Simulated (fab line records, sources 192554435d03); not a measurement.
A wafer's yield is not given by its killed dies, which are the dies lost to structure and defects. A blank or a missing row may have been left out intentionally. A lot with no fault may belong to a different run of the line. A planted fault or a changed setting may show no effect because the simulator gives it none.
Problem report in the 8D (eight disciplines) form, filled by code + flow n5 finfet + the parts of the form that need people (team, actions taken, sign-off) are left out

## 1. WHAT IS WRONG
run length s at N5_BEOL_M6_CVD_78 reads a mean of 170.3 s on 2 wafers of 2 lots; wafers without a fault read 165.3 s with a standard deviation of 0.5. Relative to the usual mean, that is a shift of +10 standard deviations.
The step: deposits Co from CCTBA/H2, target thk 2 nm, time 142.3 s.
Seen first at day 9 06:33 on cvd co-01, wafer L955.4. Wafers with a number at this step in the record: 29, from 11 lots. Rule for "out", or "out of limits": more than 4 standard deviations from the usual mean. Any other wafer with a number is counted as sound.

## 2. WHAT IT IS; WHAT IT IS NOT
| question                    | is               | is not                                                                                                              |
|-----------------------------|------------------|---------------------------------------------------------------------------------------------------------------------|
| which readings at this step | run length s     | -                                                                                                                   |
| which lots                  | L955, L957       | L953, L966, L969, L970, L971, L972, L973, L974, L975                                                                |
| which wafers of those lots  | L955.4, L957.3   | L955.3, L955.5, L957.2, L957.4                                                                                      |
| read on which tools         | cvd co-01        | cvd co-02                                                                                                           |
| when                        | from day 9 06:33 | up to then (5 sound wafers); but 22 sound wafers of L957, L966, L969, L970, L971, L972, L973, L974, L975 came after |

## 3. THE SUSPECTS, EACH WITH WHAT RULES IT OUT
Counting: if a tool at a process step up to the reading ran every lot that is out, it stays a suspect. Sound lots after the first of them don't rule it out here, since some wafers of a struck lot are sound.
- cvd co-01 at N5_BEOL_M6_CVD_78 (deposits Co from CCTBA/H2, target thk 2 nm, time 142.3 s): kept. It ran every lot that is out, first L955 (day 9 06:33); its last sound lot up to then is L953 (day 8 20:10). On those wafers its own readings are out: run length s.
- Within cvd co-01 at N5_BEOL_M6_CVD_78, the wafers that are out were processed in chamber 2 and their sound lot-mates in chamber 0.
The count leaves cvd co-01 at N5_BEOL_M6_CVD_78.

## 4. THE CAUSE (what the simulator had put in)
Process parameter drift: cvd co-01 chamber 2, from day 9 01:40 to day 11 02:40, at N5_BEOL_M6_CVD_78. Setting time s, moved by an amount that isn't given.
After counting, this tool was the only one left.

## 5. SEQUENCE OF EFFECTS, ordered by route
Each row: a reading whose mean over the struck wafers that have a number lies more than 3 standard deviations from the usual. Only readings for which the record gives a usual standard deviation are gone through. hours: the time from each lot's start at the first step in this table that gives one to its start at this step, as a median over the lots. sigmas: the change in usual standard deviations.
| hours | step              | reading      | usual   | on struck wafers | change | sigmas |
|-------|-------------------|--------------|---------|------------------|--------|--------|
| 0     | N5_BEOL_M6_CVD_78 | run length s | 165.3 s | 170.3            | +5.0   | +10    |
Process steps it contains:
- N5_BEOL_M6_CVD_78: deposits Co from CCTBA/H2, target thk 2 nm, time 142.3 s.

## 6. WHAT WOULD HAVE CAUGHT IT SOONER
5 hours passed between the start of the fault at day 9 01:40 and the first reading out of limits in this record, taken at day 9 06:33.
